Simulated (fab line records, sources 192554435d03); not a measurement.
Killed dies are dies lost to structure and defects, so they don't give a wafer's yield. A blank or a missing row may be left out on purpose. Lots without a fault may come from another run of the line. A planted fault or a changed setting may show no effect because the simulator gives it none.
Which tool did it? | flow n5_finfet | 21 lots, 63 wafers sampled, at 6 steps of a route of 1938

WHAT THE GAUGES READ, wafer by wafer
The record holds no reading of a measuring or inspecting step that can be judged against a usual standard deviation.

WHICH TOOL RAN EACH LOT (tool, then ch and the chambers of the sampled wafers, then the start)
lot  | N5_HKMG_FIN_ETCH_67                | N5_GATE_CUT_PECVD_57            | N5_GATE_CUT_ETCH_36               | N5_GATE_CUT_STRIP_41              | N5_GATE_CUT_ETCH_19               | N5_GATE_CUT_VAPOR_ETCH_48
L074 | rie_diel-04 ch 0,1,3, day 4 07:11  | pecvd-01 ch 0,1,2, day 4 12:03  | rie_diel-02 ch 1,2,3, day 4 12:58 | rie_diel-02 ch 1,2,3, day 4 13:08 | rie_diel-02 ch 1,2,3, day 4 13:12 | rie_metal-01 ch 0,1, day 4 13:29
L075 | rie_diel-06 ch 0,1,2, day 4 11:56  | pecvd-02 ch 0,2, day 4 16:59    | rie_diel-05 ch 0,1,3, day 4 18:02 | rie_diel-05 ch 0,1,3, day 4 18:12 | rie_diel-05 ch 0,1,3, day 4 18:16 | rie_metal-02 ch 0,1, day 4 18:33
L076 | rie_diel-04 ch 0,1,2, day 4 22:24  | pecvd-03 ch 0,1,2, day 5 03:56  | rie_diel-05 ch 1,2,3, day 5 04:52 | rie_diel-05 ch 1,2,3, day 5 05:02 | rie_diel-05 ch 1,2,3, day 5 05:05 | rie_metal-01 ch 0,1, day 5 05:22
L077 | rie_diel-04 ch 0,1, day 5 02:50    | pecvd-03 ch 0,1,2, day 5 07:41  | rie_diel-05 ch 1,2,3, day 5 08:49 | rie_diel-05 ch 1,2,3, day 5 08:59 | rie_diel-05 ch 1,2,3, day 5 09:03 | rie_metal-01 ch 0,1, day 5 09:20
L078 | rie_diel-06 ch 0,1,3, day 5 09:53  | pecvd-03 ch 0,1,2, day 5 14:46  | rie_diel-05 ch 1,2,3, day 5 15:41 | rie_diel-05 ch 1,2,3, day 5 15:51 | rie_diel-05 ch 1,2,3, day 5 15:55 | rie_metal-01 ch 0,1, day 5 16:12
L079 | rie_diel-04 ch 0,1,2, day 5 20:19  | pecvd-01 ch 0,1,2, day 6 01:10  | rie_diel-02 ch 0,2,3, day 6 02:26 | rie_diel-02 ch 0,2,3, day 6 02:36 | rie_diel-02 ch 0,2,3, day 6 02:40 | rie_metal-03 ch 0,1, day 6 02:57
L082 | rie_diel-06 ch 0,2,3, day 6 08:43  | pecvd-01 ch 0,2, day 6 13:32    | rie_diel-03 ch 0,1,2, day 6 14:35 | rie_diel-03 ch 0,1,2, day 6 14:46 | rie_diel-03 ch 0,1,2, day 6 14:49 | rie_metal-01 ch 0,1, day 6 15:07
L083 | rie_diel-04 ch 1,2,3, day 6 14:53  | pecvd-03 ch 0,1, day 6 19:43    | rie_diel-05 ch 0,1, day 6 20:42   | rie_diel-05 ch 0,1, day 6 20:52   | rie_diel-05 ch 0,1, day 6 20:56   | rie_metal-02 ch 0,1, day 6 21:13
L084 | rie_diel-06 ch 0,1,3, day 6 22:10  | pecvd-02 ch 0,1,2, day 7 03:00  | rie_diel-03 ch 0,1, day 7 04:02   | rie_diel-03 ch 0,1, day 7 04:13   | rie_diel-03 ch 0,1, day 7 04:16   | rie_metal-01 ch 0, day 7 04:41
L086 | rie_diel-04 ch 0,3, day 7 10:22    | pecvd-03 ch 0,2, day 7 15:12    | rie_diel-02 ch 1,2, day 7 16:26   | rie_diel-02 ch 1,2, day 7 16:37   | rie_diel-02 ch 1,2, day 7 16:40   | rie_metal-02 ch 0,1, day 7 16:58
L087 | rie_diel-01 ch 0,1,2, day 7 13:01  | pecvd-03 ch 0,2, day 7 18:00    | rie_diel-02 ch 0,2,3, day 7 19:02 | rie_diel-02 ch 0,2,3, day 7 19:13 | rie_diel-02 ch 0,2,3, day 7 19:16 | rie_metal-03 ch 0,1, day 7 19:34
L088 | rie_diel-01 ch 0,2,3, day 7 21:01  | pecvd-02 ch 0,1,2, day 8 01:53  | rie_diel-02 ch 0,1,3, day 8 02:48 | rie_diel-02 ch 0,1,3, day 8 02:58 | rie_diel-02 ch 0,1,3, day 8 03:02 | rie_metal-03 ch 0,1, day 8 03:19
L089 | rie_diel-06 ch 0,1,2, day 8 02:38  | pecvd-03 ch 0,2, day 8 07:28    | rie_diel-02 ch 0,1,3, day 8 08:35 | rie_diel-02 ch 0,1,3, day 8 08:46 | rie_diel-02 ch 0,1,3, day 8 08:49 | rie_metal-03 ch 0,1, day 8 09:07
L091 | rie_diel-01 ch 0,1,2, day 8 11:44  | pecvd-01 ch 1,2, day 8 16:38    | rie_diel-03 ch 1,2, day 8 17:40   | rie_diel-03 ch 1,2, day 8 17:50   | rie_diel-03 ch 1,2, day 8 17:54   | rie_metal-02 ch 0,1, day 8 18:11
L090 | rie_diel-04 ch 1,2,3, day 8 12:14  | pecvd-03 ch 0,1,2, day 8 18:49  | rie_diel-03 ch 0,2,3, day 8 19:44 | rie_diel-03 ch 0,2,3, day 8 19:54 | rie_diel-03 ch 0,2,3, day 8 19:58 | rie_metal-01 ch 0,1, day 8 20:15
L092 | rie_diel-01 ch 0,2,3, day 8 21:50  | pecvd-01 ch 0,1,2, day 9 02:41  | rie_diel-02 ch 0,1,2, day 9 03:55 | rie_diel-02 ch 0,1,2, day 9 04:05 | rie_diel-02 ch 0,1,2, day 9 04:08 | rie_metal-01 ch 0,1, day 9 04:26
L093 | rie_diel-04 ch 0,2,3, day 9 00:49  | pecvd-02 ch 0,1,2, day 9 05:39  | rie_diel-03 ch 0,1,3, day 9 06:41 | rie_diel-03 ch 0,1,3, day 9 06:52 | rie_diel-03 ch 0,1,3, day 9 06:55 | rie_metal-01 ch 0,1, day 9 07:13
L094 | rie_diel-01 ch 0,1,3, day 9 04:36  | pecvd-03 ch 1,2, day 9 09:49    | rie_diel-02 ch 1,2,3, day 9 10:46 | rie_diel-02 ch 1,2,3, day 9 10:56 | rie_diel-02 ch 1,2,3, day 9 10:59 | rie_metal-02 ch 1, day 9 11:28
L095 | rie_diel-04 ch 0,2,3, day 9 11:02  | pecvd-03 ch 0,1, day 9 16:08    | rie_diel-02 ch 0,1, day 9 17:17   | rie_diel-02 ch 0,1, day 9 17:28   | rie_diel-02 ch 0,1, day 9 17:31   | rie_metal-01 ch 0, day 9 17:49
L096 | rie_diel-04 ch 1,2,3, day 9 20:45  | pecvd-03 ch 0,1,2, day 10 01:46 | rie_diel-02 ch 0,1, day 10 02:50  | rie_diel-02 ch 0,1, day 10 03:01  | rie_diel-02 ch 0,1, day 10 03:04  | rie_metal-02 ch 1, day 10 03:25
L097 | rie_diel-01 ch 1,2,3, day 10 00:34 | pecvd-03 ch 0,2, day 10 05:23   | rie_diel-02 ch 0,1, day 10 06:20  | rie_diel-02 ch 0,1, day 10 06:31  | rie_diel-02 ch 0,1, day 10 06:34  | rie_metal-03 ch 0,1, day 10 06:52
- N5_HKMG_FIN_ETCH_67: etches SOC in N2/H2, stops on TiN, target depth 388.9 nm.
- N5_GATE_CUT_PECVD_57: deposits SiNx from SiH4/NH3/N2, target thk 21 nm.
- N5_GATE_CUT_ETCH_36: etches SiARC in CF4, target depth 13 nm, time 21.7 s.
- N5_GATE_CUT_STRIP_41: strips in CF4.
- N5_GATE_CUT_ETCH_19: etches SiNx in CH3F/O2, target depth 53.7 nm, time 76.7 s.
- N5_GATE_CUT_VAPOR_ETCH_48: etches TiN in BCl3/Cl2.

WHAT THE TOOLS THEMSELVES READ (means of the sampled wafers that have a number; where no wafer has one, the mark that the record gives instead)
N5_HKMG_FIN_ETCH_67. Usual: drypump_motor_current_A 5.7 A, standard deviation 0.47; oes_product_au 0.78 a.u., standard deviation 0.1; rf_vpp_V 240.6 V, standard deviation 1.2; showerhead_plenum_p_Torr 2.54 Torr, standard deviation 0.081; throttle_valve_pct 17.86 %, standard deviation 0.24.
lot  | tool        | drypump_motor_current_A (A) | oes_product_au (a.u.) | rf_vpp_V (V) | showerhead_plenum_p_Torr (Torr) | throttle_valve_pct (%) | flag
L074 | rie_diel-04 | 5.6                         | 0.73                  | 240.3        | 2.50                            | 17.88                  |
L075 | rie_diel-06 | 5.4                         | 0.73                  | 241.1        | 2.57                            | 17.90                  |
L076 | rie_diel-04 | 5.9                         | 0.71                  | 239.7        | 2.49                            | 18.10                  |
L077 | rie_diel-04 | 5.6                         | 0.72                  | 240.3        | 2.53                            | 18.00                  |
L078 | rie_diel-06 | 5.9                         | 0.75                  | 241.5        | 2.61                            | 17.84                  |
L079 | rie_diel-04 | 5.9                         | 0.70                  | 239.9        | 2.49                            | 18.11                  |
L082 | rie_diel-06 | 5.9                         | 0.74                  | 241.0        | 2.61                            | 17.90                  |
L083 | rie_diel-04 | 5.9                         | 0.71                  | 239.6        | 2.46                            | 17.91                  |
L084 | rie_diel-06 | 5.9                         | 0.74                  | 240.9        | 2.61                            | 17.85                  |
L086 | rie_diel-04 | 5.6                         | 0.71                  | 239.3        | 2.48                            | 18.03                  |
L087 | rie_diel-01 | 5.3                         | 0.88                  | 240.7        | 2.55                            | 17.73                  |
L088 | rie_diel-01 | 5.5                         | 0.86                  | 241.1        | 2.58                            | 17.78                  |
L089 | rie_diel-06 | 5.4                         | 0.80                  | 240.7        | 2.55                            | 17.80                  |
L091 | rie_diel-01 | 5.3                         | 0.85                  | 241.0        | 2.54                            | 17.74                  |
L090 | rie_diel-04 | 5.9                         | 0.79                  | 240.7        | 2.55                            | 17.78                  |
L092 | rie_diel-01 | 5.6                         | 0.84                  | 240.5        | 2.58                            | 17.80                  |
L093 | rie_diel-04 | 5.9                         | 0.78                  | 240.3        | 2.55                            | 17.91                  |
L094 | rie_diel-01 | 5.3                         | 0.89                  | 241.1        | 2.57                            | 17.74                  |
L095 | rie_diel-04 | 5.9                         | 0.78                  | 240.3        | 2.55                            | 17.90                  |
L096 | rie_diel-04 | 5.9                         | 0.78                  | 240.6        | 2.55                            | 17.80                  |
L097 | rie_diel-01 | 5.4                         | 0.82                  | 240.2        | 2.53                            | 17.65                  |

N5_GATE_CUT_PECVD_57. Usual: heater_power_w 842 W, standard deviation 99; showerhead_plenum_p_Torr 5.15 Torr, standard deviation 0.046; throttle_valve_pct 39.5 %, standard deviation 2.3.
lot  | tool     | heater_power_w (W) | showerhead_plenum_p_Torr (Torr) | throttle_valve_pct (%) | flag
L074 | pecvd-01 | 721                | 5.19                            | 38.9                   |
L075 | pecvd-02 | 737                | 5.08                            | 41.5                   |
L076 | pecvd-03 | 915                | 5.15                            | 38.6                   |
L077 | pecvd-03 | 902                | 5.15                            | 38.6                   |
L078 | pecvd-03 | 875                | 5.15                            | 38.5                   |
L079 | pecvd-01 | 737                | 5.21                            | 38.8                   |
L082 | pecvd-01 | 762                | 5.21                            | 38.4                   |
L083 | pecvd-03 | 933                | 5.12                            | 37.2                   |
L084 | pecvd-02 | 869                | 5.11                            | 42.1                   |
L086 | pecvd-03 | 848                | 5.18                            | 38.3                   |
L087 | pecvd-03 | 794                | 5.17                            | 38.5                   |
L088 | pecvd-02 | 890                | 5.12                            | 42.2                   |
L089 | pecvd-03 | 879                | 5.17                            | 38.4                   |
L091 | pecvd-01 | 782                | 5.21                            | 38.8                   |
L090 | pecvd-03 | 888                | 5.15                            | 38.5                   |
L092 | pecvd-01 | 736                | 5.21                            | 39.1                   |
L093 | pecvd-02 | 819                | 5.11                            | 42.2                   |
L094 | pecvd-03 | 868                | 5.16                            | 40.5                   |
L095 | pecvd-03 | 854                | 5.12                            | 37.1                   |
L096 | pecvd-03 | 865                | 5.15                            | 38.7                   |
L097 | pecvd-03 | 775                | 5.14                            | 37.1                   |

N5_GATE_CUT_ETCH_36. Usual: drypump_motor_current_A 5.6 A, standard deviation 0.42; etch_rf_on_time_s 21.69 s, standard deviation 0.25; oes_product_au 0.68 a.u., standard deviation 0.067; rf_vpp_V 184.4 V, standard deviation 1.2; showerhead_plenum_p_Torr 2.17 Torr, standard deviation 0.061; throttle_valve_pct 15.54 %, standard deviation 0.26.
lot  | tool        | drypump_motor_current_A (A) | etch_rf_on_time_s (s) | oes_product_au (a.u.) | rf_vpp_V (V) | showerhead_plenum_p_Torr (Torr) | throttle_valve_pct (%) | flag
L074 | rie_diel-02 | 5.5                         | 21.33                 | 0.72                  | 185.7        | 2.18                            | 15.50                  |
L075 | rie_diel-05 | 5.7                         | 21.81                 | 0.63                  | 183.6        | 2.13                            | 15.70                  |
L076 | rie_diel-05 | 5.6                         | 21.70                 | 0.63                  | 184.2        | 2.10                            | 15.68                  |
L077 | rie_diel-05 | 5.6                         | 21.71                 | 0.63                  | 184.3        | 2.10                            | 15.68                  |
L078 | rie_diel-05 | 5.6                         | 22.00                 | 0.63                  | 183.6        | 2.10                            | 15.68                  |
L079 | rie_diel-02 | 5.6                         | 21.68                 | 0.71                  | 185.2        | 2.21                            | 15.46                  |
L082 | rie_diel-03 | 5.3                         | 21.82                 | 0.66                  | 185.2        | 2.17                            | 15.59                  |
L083 | rie_diel-05 | 5.5                         | 22.08                 | 0.61                  | 184.5        | 2.17                            | 15.66                  |
L084 | rie_diel-03 | 5.5                         | 21.56                 | 0.70                  | 184.2        | 2.16                            | 15.45                  |
L086 | rie_diel-02 | 5.3                         | 21.76                 | 0.72                  | 184.5        | 2.17                            | 15.41                  |
L087 | rie_diel-02 | 5.6                         | 21.57                 | 0.69                  | 185.1        | 2.21                            | 15.48                  |
L088 | rie_diel-02 | 5.7                         | 21.65                 | 0.72                  | 185.7        | 2.22                            | 15.33                  |
L089 | rie_diel-02 | 5.7                         | 21.74                 | 0.72                  | 185.2        | 2.22                            | 15.34                  |
L091 | rie_diel-03 | 5.0                         | 21.51                 | 0.77                  | 185.0        | 2.18                            | 15.45                  |
L090 | rie_diel-03 | 5.2                         | 21.55                 | 0.71                  | 184.4        | 2.16                            | 15.53                  |
L092 | rie_diel-02 | 5.5                         | 21.56                 | 0.73                  | 183.7        | 2.19                            | 15.37                  |
L093 | rie_diel-03 | 5.4                         | 21.86                 | 0.66                  | 182.9        | 2.15                            | 15.53                  |
L094 | rie_diel-02 | 5.5                         | 21.59                 | 0.67                  | 185.1        | 2.17                            | 15.58                  |
L095 | rie_diel-02 | 5.7                         | 21.80                 | 0.76                  | 185.3        | 2.23                            | 15.17                  |
L096 | rie_diel-02 | 5.6                         | 21.79                 | 0.73                  | 184.9        | 2.20                            | 15.23                  |
L097 | rie_diel-02 | 5.6                         | 21.69                 | 0.74                  | 184.6        | 2.20                            | 15.24                  |

N5_GATE_CUT_STRIP_41. Usual: drypump_motor_current_A 5.6 A, standard deviation 0.42; oes_product_au 0.183 a.u., standard deviation 0.017; rf_vpp_V 271.7 V, standard deviation 1.3; showerhead_plenum_p_Torr 1.82 Torr, standard deviation 0.051; throttle_valve_pct 13.52 %, standard deviation 0.27.
lot  | tool        | drypump_motor_current_A (A) | oes_product_au (a.u.) | rf_vpp_V (V) | showerhead_plenum_p_Torr (Torr) | throttle_valve_pct (%) | flag
L074 | rie_diel-02 | 5.4                         | 0.188                 | 272.0        | 1.83                            | 13.48                  |
L075 | rie_diel-05 | 5.7                         | 0.170                 | 270.9        | 1.78                            | 13.67                  |
L076 | rie_diel-05 | 5.6                         | 0.170                 | 270.8        | 1.76                            | 13.65                  |
L077 | rie_diel-05 | 5.6                         | 0.170                 | 269.9        | 1.76                            | 13.66                  |
L078 | rie_diel-05 | 5.6                         | 0.170                 | 270.9        | 1.76                            | 13.67                  |
L079 | rie_diel-02 | 5.6                         | 0.192                 | 272.2        | 1.86                            | 13.44                  |
L082 | rie_diel-03 | 5.3                         | 0.182                 | 271.2        | 1.82                            | 13.57                  |
L083 | rie_diel-05 | 5.5                         | 0.166                 | 272.3        | 1.82                            | 13.65                  |
L084 | rie_diel-03 | 5.5                         | 0.189                 | 272.1        | 1.81                            | 13.41                  |
L086 | rie_diel-02 | 5.3                         | 0.195                 | 272.4        | 1.82                            | 13.39                  |
L087 | rie_diel-02 | 5.6                         | 0.189                 | 272.1        | 1.85                            | 13.47                  |
L088 | rie_diel-02 | 5.7                         | 0.192                 | 272.6        | 1.86                            | 13.31                  |
L089 | rie_diel-02 | 5.7                         | 0.196                 | 273.1        | 1.86                            | 13.32                  |
L091 | rie_diel-03 | 5.0                         | 0.206                 | 271.7        | 1.83                            | 13.40                  |
L090 | rie_diel-03 | 5.2                         | 0.190                 | 270.8        | 1.81                            | 13.51                  |
L092 | rie_diel-02 | 5.5                         | 0.197                 | 271.7        | 1.83                            | 13.35                  |
L093 | rie_diel-03 | 5.4                         | 0.175                 | 271.6        | 1.80                            | 13.52                  |
L094 | rie_diel-02 | 5.5                         | 0.182                 | 271.8        | 1.82                            | 13.56                  |
L095 | rie_diel-02 | 5.7                         | 0.197                 | 273.0        | 1.87                            | 13.14                  |
L096 | rie_diel-02 | 5.6                         | 0.199                 | 272.5        | 1.84                            | 13.20                  |
L097 | rie_diel-02 | 5.6                         | 0.198                 | 273.4        | 1.84                            | 13.21                  |

N5_GATE_CUT_ETCH_19. Usual: CH3F_flow_sccm 29.99 sccm, standard deviation 0.091; drypump_motor_current_A 5.6 A, standard deviation 0.42; etch_rf_on_time_s 76.7 s, standard deviation 0.94; oes_product_au 0.68 a.u., standard deviation 0.069; rf_vpp_V 297 V, standard deviation 5.2; showerhead_plenum_p_Torr 2.02 Torr, standard deviation 0.06; throttle_valve_pct 16.28 %, standard deviation 0.25.
lot  | tool        | CH3F_flow_sccm (sccm) | drypump_motor_current_A (A) | etch_rf_on_time_s (s) | oes_product_au (a.u.) | rf_vpp_V (V) | showerhead_plenum_p_Torr (Torr) | throttle_valve_pct (%) | flag
L074 | rie_diel-02 | 29.99                 | 5.5                         | 75.4                  | 0.72                  | 299          | 2.04                            | 16.24                  |
L075 | rie_diel-05 | 30.02                 | 5.6                         | 77.2                  | 0.63                  | 295          | 1.99                            | 16.46                  |
L076 | rie_diel-05 | 30.07                 | 5.6                         | 76.9                  | 0.63                  | 296          | 1.97                            | 16.44                  |
L077 | rie_diel-05 | 29.99                 | 5.6                         | 77.1                  | 0.63                  | 297          | 1.97                            | 16.43                  |
L078 | rie_diel-05 | 29.96                 | 5.6                         | 77.7                  | 0.62                  | 296          | 1.97                            | 16.43                  |
L079 | rie_diel-02 | 29.91                 | 5.6                         | 76.7                  | 0.71                  | 299          | 2.07                            | 16.18                  |
L082 | rie_diel-03 | 30.05                 | 5.3                         | 76.7                  | 0.66                  | 293          | 2.03                            | 16.35                  |
L083 | rie_diel-05 | 30.03                 | 5.5                         | 78.6                  | 0.61                  | 295          | 2.04                            | 16.41                  |
L084 | rie_diel-03 | 29.98                 | 5.5                         | 76.7                  | 0.70                  | 293          | 2.01                            | 16.19                  |
L086 | rie_diel-02 | 29.98                 | 5.3                         | 75.8                  | 0.72                  | 298          | 2.02                            | 16.14                  |
L087 | rie_diel-02 | 30.03                 | 5.6                         | 76.9                  | 0.69                  | 298          | 2.06                            | 16.20                  |
L088 | rie_diel-02 | 29.94                 | 5.7                         | 76.5                  | 0.72                  | 303          | 2.08                            | 16.07                  |
L089 | rie_diel-02 | 29.96                 | 5.7                         | 76.7                  | 0.72                  | 303          | 2.08                            | 16.08                  |
L091 | rie_diel-03 | 29.99                 | 5.0                         | 76.2                  | 0.77                  | 294          | 2.04                            | 16.22                  |
L090 | rie_diel-03 | 29.97                 | 5.3                         | 76.3                  | 0.70                  | 294          | 2.02                            | 16.27                  |
L092 | rie_diel-02 | 29.92                 | 5.5                         | 76.4                  | 0.71                  | 298          | 2.05                            | 16.10                  |
L093 | rie_diel-03 | 29.91                 | 5.4                         | 76.9                  | 0.66                  | 294          | 2.01                            | 16.28                  |
L094 | rie_diel-02 | 29.98                 | 5.4                         | 76.5                  | 0.67                  | 298          | 2.03                            | 16.29                  |
L095 | rie_diel-02 | 30.03                 | 5.7                         | 76.5                  | 0.76                  | 302          | 2.09                            | 15.90                  |
L096 | rie_diel-02 | 30.00                 | 5.6                         | 75.6                  | 0.74                  | 301          | 2.06                            | 15.97                  |
L097 | rie_diel-02 | 30.02                 | 5.6                         | 75.7                  | 0.74                  | 302          | 2.06                            | 15.98                  |

N5_GATE_CUT_VAPOR_ETCH_48. Usual: drypump_motor_current_A 5.47 A, standard deviation 0.16; oes_product_au 0.78 a.u., standard deviation 0.11.
lot  | tool         | drypump_motor_current_A (A) | oes_product_au (a.u.) | flag
L074 | rie_metal-01 | 5.41                        | 0.78                  |
L075 | rie_metal-02 | 5.64                        | 0.78                  |
L076 | rie_metal-01 | 5.41                        | 0.76                  |
L077 | rie_metal-01 | 5.43                        | 0.81                  |
L078 | rie_metal-01 | 5.42                        | 0.81                  |
L079 | rie_metal-03 | 5.40                        | 0.64                  |
L082 | rie_metal-01 | 5.41                        | 0.76                  |
L083 | rie_metal-02 | 5.65                        | 0.77                  |
L084 | rie_metal-01 | 5.42                        | 0.86                  |
L086 | rie_metal-02 | 5.63                        | 0.75                  |
L087 | rie_metal-03 | 5.40                        | 0.92                  |
L088 | rie_metal-03 | 5.41                        | 0.88                  |
L089 | rie_metal-03 | 5.40                        | 0.89                  |
L091 | rie_metal-02 | 5.64                        | 0.75                  |
L090 | rie_metal-01 | 5.42                        | 0.75                  |
L092 | rie_metal-01 | 5.43                        | 0.79                  |
L093 | rie_metal-01 | 5.41                        | 0.75                  |
L094 | rie_metal-02 | 5.77                        | 0.82                  |
L095 | rie_metal-01 | 5.41                        | 0.83                  |
L096 | rie_metal-02 | 5.80                        | 0.82                  |
L097 | rie_metal-03 | 5.39                        | 0.77                  |

THE ANSWER, worked out from the rows above alone
Rule: a lot is off if the mean of its wafers that have a number lies more than 3 standard deviations from the usual mean. A lot without any number at a reading at which 4 lots or more have one is off too. The other lots that the step has rows for count as sound. The gauges are gone through in route order, then the tools' own readings, and for those a lot's mean is taken as printed above. The first step at which some lot is off is used, and at that step the reading that is off furthest; a lot without a number counts as furthest.
No lot is off at any reading shown: from this, nothing can be told.

WHAT THE SIMULATOR HAD PUT IN
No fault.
